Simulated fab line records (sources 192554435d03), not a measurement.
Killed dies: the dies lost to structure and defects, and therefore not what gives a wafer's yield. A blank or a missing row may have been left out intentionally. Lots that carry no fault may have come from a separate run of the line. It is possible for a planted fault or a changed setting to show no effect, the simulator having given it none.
Matching of chambers | flow n5Finfet | 4 sister chambers for N5_BEOL_M10_STRIP_67 on rieDiel-04
The step strips in CF4. 8 wafers are shown with their chamber, then 7 later ones without.

== EACH WAFER AND ITS CHAMBER ==
wafer  | chamber | showerheadPlenumPTorr (Torr) | throttleValvePct (%)
L086.1 | 3       | 1.92                         | 13.10
L086.3 | 0       | 1.86                         | 13.60
L086.6 | 0       | 1.86                         | 13.62
L087.2 | 3       | 1.92                         | 13.11
L087.5 | 2       | 1.88                         | 13.65
L087.6 | 1       | 1.80                         | 13.23
L092.1 | 1       | 1.79                         | 13.27
L092.2 | 2       | 1.88                         | 13.66

== WAFERS WITHOUT THEIR CHAMBER ==
wafer  | showerheadPlenumPTorr (Torr) | throttleValvePct (%)
L092.5 | 1.91                         | 13.11
L095.2 | 1.79                         | 13.29
L095.5 | 1.91                         | 13.14
L095.6 | 1.87                         | 13.69
L096.4 | 1.79                         | 13.30
L096.5 | 1.79                         | 13.29
L096.6 | 1.86                         | 13.69

== WHICH CHAMBER EACH WENT THROUGH ==
wafer  | from the rows above     | in truth
L092.5 | 3                       | 3
L095.2 | 1                       | 1
L095.5 | 3                       | 3
L095.6 | 2                       | 2
L096.4 | 1                       | 1
L096.5 | 1                       | 1
L096.6 | can't be placed: 0 or 2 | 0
Correctly placed: 6 of 7. Not placeable from these rows: 1 (in 1, the candidates include the true chamber). Placed wrongly: 0.
How it was worked out, from the rows above alone: a wafer's distance from a chamber is the root of the sum, over the readings, of the square of ((its reading less the chamber's mean) divided by the reading's scatter). If the next closest chamber is less than 2 further off than the closest, the wafer can't be placed; otherwise it belongs to the closest. The mean given for a chamber averages the wafers shown for that chamber. The scatter is the square root of a quotient: the sum, over the shown wafers, of each reading's squared deviation from its chamber's mean, divided by wafers minus chambers.
